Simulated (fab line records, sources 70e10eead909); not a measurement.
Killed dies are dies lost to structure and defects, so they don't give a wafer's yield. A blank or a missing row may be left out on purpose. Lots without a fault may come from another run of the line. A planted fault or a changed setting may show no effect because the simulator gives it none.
fab line records | flow nand_harc
record lots=7 wafers=20 last_day=34
route steps=1302 shown P_GATE@157 END@1302
lots that met no fault: from a run of the same line without faults
start_h: hours from the record's first day to the start of the lot's first wafer shown | wait_h: hours since the lot's step before | " the same as in the row above | L1.1+2: a row that stands for several wafers | - no value, or no start given | * or withheld: withheld | < > ~ a bound
route shown NAME@n: a module of which the file shows steps, and the number in the route of the first | usual: mean/standard deviation of fault-free wafers | same: alike in all rows | chamber/n: place in a boat | sites: the reading at each site | _std_site: their standard deviation | _edge_site: outer sites' mean less inner sites' | radius_mm: how far each site lies from the wafer's centre | mask NAME#n: copy n | behind: the tool/chamber that last shaped the wafer | hold: why the lot was held/for how many hours/how that ended | device: the transistor (n, p or np) that didn't switch | end of line: the same wafers' tests at the end of the route | a step without rows: its recipe alone | killed: dies lost to structure and defects at the first sort, not the wafer's yield | map: a wafer's dies, x killed, . not, _ none there
set.NAME: the setting as run; set.NAME@STEP: as run at that earlier step | model.NAME: the simulator's own value behind a step, which no gauge read
lots at some steps of the route; a table a step, a row a wafer
services: from which hour (start_h, from the record's first day; less than 0 if before it) a tool's chamber was out of use, for how many hours, and why
## steps
# step NHARC_P_GATE_STRIP_101
# recipe time_s=20 o2_flow_sccm=500 ar_flow_sccm=0 bias_w=0 chemistry=O2
# usual drypump_motor_current_A=5.6/0.32 oes_product_au=1.000/0.0069 rf_vpp_V=57.7/0.91 showerhead_plenum_p_Torr=3.49/0.14 throttle_valve_pct=17.036/0.0094
# columns lot.wafer tool chamber start_h wait_h drypump_motor_current_A oes_product_au rf_hours_counter_h rf_vpp_V showerhead_plenum_p_Torr throttle_valve_pct
L766.2 rie_diel-02 0 150.12 0.1 5.6 1.006 5 57.5 3.61 17.032
L766.3 " 1 " " 5.3 0.999 4 57.4 3.57 17.038
L766.5 " 3 " " 6.2 0.987 - 58.5 3.70 17.038
L772.2 rie_diel-05 1 203.21 0.1 5.9 0.999 8 57.3 3.63 17.034
L772.4 " 2 " " 5.9 1.001 12 56.6 3.33 17.049
L772.6 " 2 " " 6.0 0.996 - 57.2 3.33 17.039
L774.2 rie_diel-05 0 222.69 0.1 5.5 1.002 10 59.3 3.76 17.036
L774.1 " 1 " " 5.9 1.006 8 57.3 3.63 17.028
L774.6 " 0 " " 5.5 0.998 - 58.0 3.76 17.040
L775.3 rie_diel-02 3 241.45 0.1 6.2 0.996 1 57.4 3.70 17.031
L775.1 " 1 " " 5.4 0.993 1 55.7 3.56 17.016
L779.2 rie_diel-13 0 276.96 0.1 5.2 0.998 5 57.5 3.37 17.039
L779.1 " 3 " " 5.8 1.003 5 57.4 3.52 17.031
L779.5 " 0 " " 5.2 0.995 - 57.8 3.37 17.022
L780.4 rie_diel-05 1 283.74 0.1 5.9 1.004 4 57.1 3.62 17.019
L780.2 " 0 " " 5.5 1.003 5 57.7 3.76 17.048
L780.5 " 1 " " 5.9 1.003 - 58.0 3.62 17.046
L783.3 rie_diel-13 3 315.27 0.1 5.8 0.993 7 58.0 3.52 17.023
L783.4 " 0 " " 5.2 1.003 8 57.8 3.37 17.044
L783.6 " 0 " " 5.2 0.999 - 56.9 3.37 17.021
# step NHARC_P_GATE_PRECLEAN_97
# recipe time_s=600 temp_c=120 chemistry=SPM
# step NHARC_P_GATE_SRD_98
# step NHARC_P_GATE_PRECLEAN_99
# recipe time_s=* temp_c=50 bath_age_min=0 chemistry=SC1
# step NHARC_P_GATE_SRD_100
# step NHARC_P_GATE_DEHYDRATE_38
# recipe temp_c=150 time_s=120
# step NHARC_P_GATE_HMDS_39
# recipe time_s=30
# step NHARC_P_GATE_COAT_40
# recipe spin_rpm=3000
# step NHARC_P_GATE_SOFTBAKE_41
# recipe temp_c=122 time_s=95
# step NHARC_P_GATE_EBR_42
# step NHARC_P_GATE_EXPOSE_43
# recipe na=0.6 target_cd_nm=720 dose_mj=14.81 mask_id=P_NSD
# step NHARC_P_GATE_PEB_44
# recipe peb_temp_c=118 peb_time_s=85
# step NHARC_P_GATE_DEVELOP_45
# recipe time_s=70
# columns lot.wafer tool chamber start_h wait_h
L766.2+3+5 litho_track-07 0 150 -
L772.2+4+6 litho_track-03 0 204 -
L774.1+2+6 litho_track-03 0 223 -
L775.1+3 litho_track-03 0 242 -
L779.1+2+5 litho_track-05 0 277 -
L780.2+4+5 litho_track-07 0 284 -
L783.3+4+6 litho_track-03 0 316 -
# step NHARC_P_GATE_HARDBAKE_47
# recipe temp_c=125 time_s=80
# step NHARC_P_GATE_DESCUM_48
# recipe time_s=3 o2_flow_sccm=200 ar_flow_sccm=0 bias_power_w=0 chemistry=O2
# usual drypump_motor_current_A=5.6/0.34 oes_product_au=1.000/0.0069 rf_vpp_V=57.9/0.81 showerhead_plenum_p_Torr=1.91/0.089 throttle_valve_pct=11.312/0.0089
# columns lot.wafer tool chamber start_h wait_h drypump_motor_current_A oes_product_au rf_hours_counter_h rf_vpp_V showerhead_plenum_p_Torr throttle_valve_pct model.P_GATE.cd_nm
L766.2 rie_diel-13 2 151.20 - 5.8 0.997 8.2 58.5 1.94 11.323 721.4
L766.3 " 0 " " 5.2 0.994 9.1 57.2 1.82 11.309 719.8
L766.5 " 2 " " 5.8 1.001 - 57.5 1.94 11.315 720.7
L772.2 rie_diel-13 3 204.28 - 5.7 0.992 1.2 56.8 1.91 11.316 120
L772.4 " 3 " " 5.7 1.000 - 57.6 1.91 11.324 720.8
L772.6 " 0 " " 5.1 0.998 - 56.5 1.82 11.323 720.1
L774.1 rie_diel-13 1 223.80 - 5.4 1.000 1.5 57.1 1.80 11.316 120.2
L774.2 " 2 " " 5.8 0.996 1.7 59.5 1.94 11.312 121.3
L774.6 " 0 " " 5.2 0.989 - 58.1 1.82 11.318 717.6
L775.3 rie_diel-02 1 242.54 - 5.4 0.996 0.8 57.7 1.93 11.323 719.9
L775.1 " 0 " " 5.6 0.993 0.8 57.1 1.96 11.314 124.8
L779.1 rie_diel-13 2 278.06 - 5.8 0.997 4.7 56.7 1.94 11.323 717.9
L779.2 " 3 " " 5.7 0.990 4.7 57.3 1.91 11.318 720
L779.5 " 1 " " 5.4 0.998 - 58.5 1.80 11.331 717.3
L780.2 rie_diel-05 3 284.83 - 5.0 0.990 4.9 58.0 1.78 11.296 718.8
L780.4 " 1 " " 5.9 0.999 4.4 57.1 1.97 11.324 719.3
L780.5 " 0 " " 5.5 0.997 - 57.2 2.05 11.306 719.8
L783.3 rie_diel-02 3 316.38 - 6.2 0.997 6.2 57.6 2.01 11.304 720.4
L783.4 " 0 " " 5.6 1.001 5.9 58.2 1.96 11.320 719.3
L783.6 " 1 " " 5.4 1.000 - 59.0 1.93 11.293 718.9
# step NHARC_P_GATE_IMPLANT_49
# recipe energy_kev=30 dose_cm2=3e+15 tilt_deg=7
# step NHARC_P_GATE_STRIP_111
# recipe power_w=1500 temp_c=110 time_s=250 chemistry=N2/H2
# step NHARC_P_GATE_STRIP_75
# recipe power_w=1500 temp_c=250 chemistry=O2
# usual drypump_motor_current_A=5.46/0.28 heater_power_w=317/24 temp_c=250.00/0.17
# columns lot.wafer tool chamber start_h wait_h drypump_motor_current_A heater_power_w rf_hours_counter_h temp_c
L766.2 plasma_asher-01 1 152.08 0.3 5.73 339 33 249.99
L766.3 " 1 " " 5.72 330 - 250.29
L766.5 " 1 " " 5.72 333 - 250.17
L772.2 plasma_asher-01 1 206.00 1.2 5.74 354 7 250.07
L772.4 " 1 " " 5.72 350 - 249.91
L772.6 " 1 " " 5.75 354 - 250.21
L774.2 plasma_asher-01 1 224.64 0.2 5.74 346 11 250.02
L774.1 " 0 " " 5.36 310 11 250.09
L774.6 " 0 " " 5.38 304 - 249.92
L775.1 plasma_asher-01 1 243.23 0.2 5.72 350 14 250.28
L775.3 " 0 " " 5.36 306 - 249.76
L779.2 plasma_asher-01 1 278.72 0.3 5.73 349 25 250.16
L779.1 " 0 " " 5.41 307 25 249.85
L779.5 " 0 " " 5.40 300 - 249.79
L780.2 plasma_asher-01 0 285.52 0.2 5.40 299 27 250.01
L780.4 " 1 " " 5.70 347 - 250.01
L780.5 " 1 " " 5.72 351 - 250.31
L783.3 plasma_asher-01 1 317.05 0.2 5.72 349 - 249.75
L783.4 " 0 " " 5.36 307 - 249.97
L783.6 " 1 " " 5.72 355 - 249.90
# step NHARC_P_GATE_STRIP_50
# recipe time_s=900 temp_c=130 chemistry=SPM
# step NHARC_P_GATE_DEHYDRATE_51
# recipe temp_c=150 time_s=120
# step NHARC_P_GATE_HMDS_52
# recipe time_s=30
# step NHARC_P_GATE_COAT_53
# recipe spin_rpm=3000
# step NHARC_P_GATE_SOFTBAKE_54
# recipe temp_c=122 time_s=95
# step NHARC_P_GATE_EBR_55
# step NHARC_P_GATE_EXPOSE_56
# recipe na=0.6 target_cd_nm=720 dose_mj=14.81 mask_id=P_PSD
# step NHARC_P_GATE_PEB_57
# recipe peb_temp_c=118 peb_time_s=85
# step NHARC_P_GATE_DEVELOP_58
# recipe time_s=70
# step NHARC_P_GATE_HARDBAKE_60
# recipe temp_c=125 time_s=80
# step NHARC_P_GATE_DESCUM_61
# recipe time_s=3 o2_flow_sccm=200 ar_flow_sccm=0 bias_power_w=0 chemistry=O2
# usual drypump_motor_current_A=5.6/0.33 oes_product_au=1.001/0.007 rf_vpp_V=57.8/0.95 showerhead_plenum_p_Torr=1.91/0.09 throttle_valve_pct=11.311/0.0095
# columns lot.wafer tool chamber start_h wait_h drypump_motor_current_A oes_product_au rf_hours_counter_h rf_vpp_V showerhead_plenum_p_Torr throttle_valve_pct
L766.2 rie_diel-05 1 153.16 - 5.8 1.009 4.3 57.5 1.97 11.299
L766.3 " 2 " " 6.0 1.002 7.1 57.7 1.80 11.313
L766.5 " 0 " " 5.5 0.996 - 60.5 2.05 11.311
L772.2 rie_diel-13 2 207.11 - 5.8 1.002 1.0 57.1 1.94 11.306
L772.4 " 3 " " 5.7 0.992 - 58.8 1.91 11.310
L772.6 " 0 " " 5.2 0.991 - 57.2 1.82 11.315
L774.2 rie_diel-13 2 225.74 - 5.8 1.009 1.8 57.6 1.94 11.315
L774.1 " 0 " " 5.2 1.010 2.0 56.4 1.82 11.305
L774.6 " 2 " " 5.8 1.000 - 57.6 1.94 11.323
L775.1 rie_diel-05 1 244.18 - 5.9 1.001 0.5 58.1 1.97 11.320
L775.3 " 2 " " 6.0 0.993 0.5 57.0 1.80 11.311
L779.2 rie_diel-05 3 279.69 - 5.1 0.998 4.4 56.8 1.78 11.313
L779.1 " 1 " " 5.9 1.009 3.5 57.5 1.97 11.315
L779.5 " 3 " " 5.1 0.992 - 57.6 1.78 11.303
L780.2 rie_diel-13 1 286.63 - 5.4 0.997 5.0 56.2 1.80 11.314
L780.4 " 3 " " 5.7 0.998 - 59.3 1.91 11.307
L780.5 " 1 " " 5.4 0.998 - 58.4 1.80 11.309
L783.3 rie_diel-05 1 318.14 - 5.9 1.000 5.4 57.9 1.97 11.302
L783.4 " 2 " " 5.9 0.999 5.2 56.0 1.80 11.296
L783.6 " 3 " " 5.1 0.993 - 58.5 1.78 11.306
# step NHARC_P_GATE_IMPLANT_62
# recipe energy_kev=20 dose_cm2=3e+15 tilt_deg=7
# step NHARC_P_GATE_STRIP_112
# recipe power_w=1500 temp_c=110 time_s=200 chemistry=N2/H2
# usual drypump_motor_current_A=5.45/0.29 heater_power_w=84/6.2 temp_c=109.98/0.14
# columns lot.wafer tool chamber start_h wait_h drypump_motor_current_A heater_power_w rf_hours_counter_h temp_c
L766.2 plasma_asher-01 1 153.56 0.2 5.70 89 34 109.91
L766.3 " 1 " " 5.72 90 - 110.32
L766.5 " 0 " " 5.39 80 - 109.99
L772.2 plasma_asher-02 1 207.50 0.2 4.94 85 21 110.06
L772.4 " 0 " " 5.65 76 - 109.96
L772.6 " 0 " " 5.65 75 - 109.85
L774.1 plasma_asher-02 0 226.12 0.2 5.62 76 25 110.08
L774.2 " 1 " " 4.91 86 25 109.76
L774.6 " 0 " " 5.64 76 - 109.97
L775.1 plasma_asher-01 0 244.59 0.2 5.37 83 15 110.10
L775.3 " 0 " " 5.37 82 - 110.08
L779.2 plasma_asher-02 0 280.06 0.2 5.60 77 4 110.10
L779.1 " 1 " " 4.94 82 4 110.09
L779.5 " 1 " " 4.93 85 - 109.92
L780.2 plasma_asher-02 1 287.04 0.2 4.91 85 5 110.08
L780.4 " 0 " " 5.66 78 - 110.00
L780.5 " 1 " " 4.91 86 - 110.00
L783.3 plasma_asher-02 0 318.57 0.2 5.62 78 - 109.86
L783.4 " 1 " " 4.93 86 - 109.81
L783.6 " 1 " " 4.95 84 - 110.10
# step NHARC_P_GATE_STRIP_76
# recipe power_w=1500 temp_c=250 chemistry=O2
# usual drypump_motor_current_A=5.45/0.29 heater_power_w=317/24 temp_c=250.00/0.17
# columns lot.wafer tool chamber start_h wait_h drypump_motor_current_A heater_power_w rf_hours_counter_h temp_c
L766.2 plasma_asher-01 1 153.82 0.2 5.74 336 34 249.81
L766.3 " 1 " " 5.73 343 - 249.91
L766.5 " 0 " " 5.39 305 - 249.97
L772.2 plasma_asher-02 1 207.76 0.2 4.91 321 22 250.00
L772.4 " 0 " " 5.63 292 - 249.85
L772.6 " 0 " " 5.63 284 - 250.06
L774.1 plasma_asher-02 0 226.37 0.2 5.63 286 25 250.03
L774.2 " 1 " " 4.93 318 25 250.27
L774.6 " 0 " " 5.61 285 - 250.03
L775.1 plasma_asher-01 0 244.82 0.2 5.38 306 15 250.40
L775.3 " 0 " " 5.37 304 - 250.22
L779.2 plasma_asher-02 0 280.32 0.2 5.63 290 4 250.00
L779.1 " 1 " " 4.94 312 4 250.13
L779.5 " 1 " " 4.92 316 - 249.97
L780.2 plasma_asher-02 1 287.27 0.2 4.93 319 6 249.92
L780.4 " 0 " " 5.64 293 - 249.95
L780.5 " 1 " " 4.94 324 - 250.16
L783.3 plasma_asher-02 0 318.77 0.2 5.61 286 - 250.10
L783.4 " 1 " " 4.92 317 - 249.73
L783.6 " 1 " " 4.90 312 - 249.93
# step NHARC_P_GATE_STRIP_63
# recipe time_s=900 temp_c=130 chemistry=SPM
# step NHARC_P_GATE_DEHYDRATE_83
# recipe temp_c=150 time_s=120
# step NHARC_P_GATE_HMDS_84
# recipe time_s=30
# step NHARC_P_GATE_COAT_85
# recipe spin_rpm=3000
# step NHARC_P_GATE_SOFTBAKE_86
# recipe temp_c=122 time_s=95
# step NHARC_P_GATE_EBR_87
# step NHARC_P_GATE_EXPOSE_88
# recipe na=0.6 target_cd_nm=2000 dose_mj=11.87 mask_id=P_HVN
# step NHARC_P_GATE_PEB_89
# recipe peb_temp_c=118 peb_time_s=85
# step NHARC_P_GATE_DESCUM_93
# recipe time_s=3 o2_flow_sccm=200 ar_flow_sccm=0 bias_power_w=0 chemistry=O2
# usual drypump_motor_current_A=5.6/0.33 oes_product_au=1.000/0.0066 rf_vpp_V=57.9/0.82 showerhead_plenum_p_Torr=1.91/0.08 throttle_valve_pct=11.310/0.0086
# columns lot.wafer tool chamber start_h wait_h drypump_motor_current_A oes_product_au rf_hours_counter_h rf_vpp_V showerhead_plenum_p_Torr throttle_valve_pct model.P_GATE.cd_nm
L766.2 rie_diel-02 1 154.90 - 5.4 1.002 4.8 57.8 1.94 11.310 2001
L766.3 " 0 " " 5.6 1.003 5.5 57.9 1.96 11.316 1999
L766.5 " 2 " " 5.3 0.997 - 58.1 1.84 11.304 2000
L772.2 rie_diel-13 3 208.75 - 5.8 1.008 1.2 57.7 1.91 11.315 120
L772.4 " 0 " " 5.1 1.004 - 58.0 1.82 11.305 1999
L772.6 " 2 " " 5.8 1.013 - 57.5 1.94 11.308 2001
L774.2 rie_diel-13 1 227.47 - 5.4 0.999 1.6 57.2 1.80 11.309 121.3
L774.1 " 2 " " 5.8 1.004 1.8 56.9 1.94 11.316 120.2
L774.6 " 0 " " 5.2 1.001 - 57.3 1.82 11.313 2001
L775.3 rie_diel-05 1 245.89 - 5.9 1.009 0.5 58.0 1.97 11.317 2000
L775.1 " 2 " " 6.0 1.003 0.5 57.6 1.80 11.308 124.8
L779.1 rie_diel-13 2 281.41 - 5.8 1.002 4.8 58.6 1.94 11.305 1997
L779.2 " 0 " " 5.2 0.999 5.2 57.7 1.82 11.303 2000
L779.5 " 1 " " 5.4 0.995 - 57.3 1.80 11.306 2001
L780.4 rie_diel-02 1 288.22 - 5.3 0.984 4.1 59.4 1.93 11.313 2001
L780.2 " 3 " " 6.2 1.001 4.6 57.2 2.01 11.302 2000
L780.5 " 2 " " 5.3 1.000 - 56.9 1.84 11.310 2000
L783.4 rie_diel-05 2 319.71 - 6.0 1.005 5.2 58.1 1.80 11.317 2001
L783.3 " 3 " " 5.0 1.006 5.9 58.3 1.78 11.319 1999
L783.6 " 1 " " 5.9 1.011 - 58.2 1.97 11.314 2002
# step NHARC_END_SORT_01
# recipe temp_c=25
# usual killed_at_array=44/16 killed_at_other=0.6/1.1 killed_at_periphery=3.9/2.6 killed_dies=48/16 killed_open=3.1/1.9 killed_short=2.4/1.8
# same gross_dies=677
# columns lot.wafer tool chamber start_h wait_h killed_at_array killed_at_other killed_at_periphery killed_dies killed_open killed_short
L772.2 prober-01 0 657.22 2.8 41 0 636 677 5 1
L774.1 prober-01 0 667.87 2.5 25 0 652 677 2 5
L774.2 prober-01 0 668.67 2.8 32 0 645 677 4 6
L775.1 prober-01 0 695.13 2.5 43 0 634 677 4 3
# killed by level:class
L772.2 P_GATE:area_develop=627 A_SLIT:chamber_film_flake=14 A_CHANNEL_HOLE_D2:chamber_film_flake=11 A_STAIRCASE:chamber_film_flake=6 P_M2:chamber_film_flake=5 A_CHANNEL_HOLE_D1:chamber_film_flake=3 A_CONTACT:chamber_film_flake=2 P_CONTACT:geometric_particle:open=1
L774.1 P_GATE:area_develop=650 A_CHANNEL_HOLE_D1:chamber_film_flake=6 A_CONTACT:chamber_film_flake=4 A_SLIT:chamber_film_flake=3 A_ZERO_WELL:chamber_film_flake=2 A_STAIRCASE:chamber_film_flake=2 A_WL_FILL:chamber_film_flake=2 P_M0:geometric_particle:short=1
L774.2 P_GATE:area_develop=643 A_CHANNEL_HOLE_D1:chamber_film_flake=8 A_STAIRCASE:chamber_film_flake=5 A_ONON_D1:geometric_particle:short=3 A_SLIT:chamber_film_flake=3 A_CHANNEL_FILL_D1:chamber_film_flake=2 A_WL_FILL:chamber_film_flake=2 A_CONTACT:chamber_film_flake=2
L775.1 P_GATE:area_develop=626 A_SLIT:chamber_film_flake=15 A_CONTACT:chamber_film_flake=8 A_CHANNEL_HOLE_D1:chamber_film_flake=4 P_GATE:chamber_film_flake=3 A_SGD_CUT:chamber_film_flake=3 A_WL_FILL:chamber_film_flake=3 A_CONTACT:geometric_particle:open=2
# map L772.2 (x killed, . not)
____________x____________
_________xxxxxxx_________
_______xxxxxxxxxxx_______
______xxxxxxxxxxxxx______
_____xxxxxxxxxxxxxxx_____
____xxxxxxxxxxxxxxxxx____
____xxxxxxxxxxxxxxxxx____
___xxxxxxxxxxxxxxxxxxx___
___xxxxxxxxxxxxxxxxxxx___
__xxxxxxxxxxxxxxxxxxxxx__
__xxxxxxxxxxxxxxxxxxxxx__
_xxxxxxxxxxxxxxxxxxxxxxx_
_xxxxxxxxxxxxxxxxxxxxxxx_
_xxxxxxxxxxxxxxxxxxxxxxx_
_xxxxxxxxxxxxxxxxxxxxxxx_
_xxxxxxxxxxxxxxxxxxxxxxx_
xxxxxxxxxxxxxxxxxxxxxxxxx
xxxxxxxxxxxxxxxxxxxxxxxxx
xxxxxxxxxxxxxxxxxxxxxxxxx
xxxxxxxxxxxxxxxxxxxxxxxxx
xxxxxxxxxxxxxxxxxxxxxxxxx
_xxxxxxxxxxxxxxxxxxxxxxx_
_xxxxxxxxxxxxxxxxxxxxxxx_
_xxxxxxxxxxxxxxxxxxxxxxx_
_xxxxxxxxxxxxxxxxxxxxxxx_
_xxxxxxxxxxxxxxxxxxxxxxx_
__xxxxxxxxxxxxxxxxxxxxx__
__xxxxxxxxxxxxxxxxxxxxx__
___xxxxxxxxxxxxxxxxxxx___
___xxxxxxxxxxxxxxxxxxx___
____xxxxxxxxxxxxxxxxx____
____xxxxxxxxxxxxxxxxx____
_____xxxxxxxxxxxxxxx_____
______xxxxxxxxxxxxx______
_______xxxxxxxxxxx_______
_________xxxxxxx_________
____________x____________
# map L774.1 (x killed, . not)
____________x____________
_________xxxxxxx_________
_______xxxxxxxxxxx_______
______xxxxxxxxxxxxx______
_____xxxxxxxxxxxxxxx_____
____xxxxxxxxxxxxxxxxx____
____xxxxxxxxxxxxxxxxx____
___xxxxxxxxxxxxxxxxxxx___
___xxxxxxxxxxxxxxxxxxx___
__xxxxxxxxxxxxxxxxxxxxx__
__xxxxxxxxxxxxxxxxxxxxx__
_xxxxxxxxxxxxxxxxxxxxxxx_
_xxxxxxxxxxxxxxxxxxxxxxx_
_xxxxxxxxxxxxxxxxxxxxxxx_
_xxxxxxxxxxxxxxxxxxxxxxx_
_xxxxxxxxxxxxxxxxxxxxxxx_
xxxxxxxxxxxxxxxxxxxxxxxxx
xxxxxxxxxxxxxxxxxxxxxxxxx
xxxxxxxxxxxxxxxxxxxxxxxxx
xxxxxxxxxxxxxxxxxxxxxxxxx
xxxxxxxxxxxxxxxxxxxxxxxxx
_xxxxxxxxxxxxxxxxxxxxxxx_
_xxxxxxxxxxxxxxxxxxxxxxx_
_xxxxxxxxxxxxxxxxxxxxxxx_
_xxxxxxxxxxxxxxxxxxxxxxx_
_xxxxxxxxxxxxxxxxxxxxxxx_
__xxxxxxxxxxxxxxxxxxxxx__
__xxxxxxxxxxxxxxxxxxxxx__
___xxxxxxxxxxxxxxxxxxx___
___xxxxxxxxxxxxxxxxxxx___
____xxxxxxxxxxxxxxxxx____
____xxxxxxxxxxxxxxxxx____
_____xxxxxxxxxxxxxxx_____
______xxxxxxxxxxxxx______
_______xxxxxxxxxxx_______
_________xxxxxxx_________
____________x____________
## services
# columns tool chamber start_h hours kind
plasma_asher-02 - 140.53 22.4 repair
rie_diel-13 0 144.00 - clean
rie_diel-05 1 144.13 7.7 repair
rie_diel-05 3 152.22 15.7 repair
rie_diel-13 2 157.17 13.9 repair
rie_diel-05 1 159.61 2.6 repair
rie_diel-13 - 165.00 9.0 pm
plasma_asher-01 - 165.04 9.0 pm
rie_diel-05 0 172.99 4.4 repair
rie_diel-13 2 190.15 9.5 repair
rie_diel-13 1 198.32 14.4 repair
rie_diel-02 - 216.70 9.0 pm
plasma_asher-02 - 224.12 1.3 repair
rie_diel-13 3 224.94 2.1 repair
rie_diel-05 - 229.60 9.0 pm
rie_diel-13 1 241.24 4.2 repair
litho_track-07 - 251.00 7.0 pm
plasma_asher-02 - 254.39 9.0 pm
litho_track-03 - 275.00 7.0 pm
rie_diel-13 - 283.09 1.3 repair
rie_diel-13 2 284.89 14.4 repair
litho_track-05 - 299.00 7.0 pm
rie_diel-13 1 301.41 6.5 repair
rie_diel-02 2 310.91 4.4 repair
## key
first_sign step=NHARC_END_SORT_01 reading=killed_at_periphery direction=up sigmas=99+ usual=3.9 struck=641.8
effect step=NHARC_END_SORT_01 reading=killed_dies direction=up sigmas=39 usual=48 struck=677
model_effect step=NHARC_P_GATE_DESCUM_48 value=P_GATE.cd_nm without=719 struck=121.6
model_effect step=NHARC_P_GATE_DESCUM_93 value=P_GATE.cd_nm without=2000 struck=121.6
more_kills_born_at NHARC_P_GATE_DEVELOP_45@litho_track-03=2546
met_at NHARC_P_GATE_DEVELOP_45
struck_wafers L772.2,L774.1,L774.2,L775.1
later_rows_left_out L772.2,L774.1,L774.2,L775.1
tester_left_out L772,L774,L775
fault kind=process_parameter_drift tool=litho_track-03 chamber=- onset_h=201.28 steps=NHARC_P_GATE_DEVELOP_45 channel=time_s offset=* shape=step end_h=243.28 scope=struck_wafers_only acts_in=* stated=*
# tester_left_out: of these lots the tester's yield and bins aren't shown, on N5 and GAA mostly nor the transistor test; their killed dies are dies lost to structure and defects alone, not to doping, threshold or leakage, so they don't give the yield
# later_rows_left_out: the simulator's readings of these wafers behind a module that went badly wrong aren't trusted and aren't shown, but for the sort
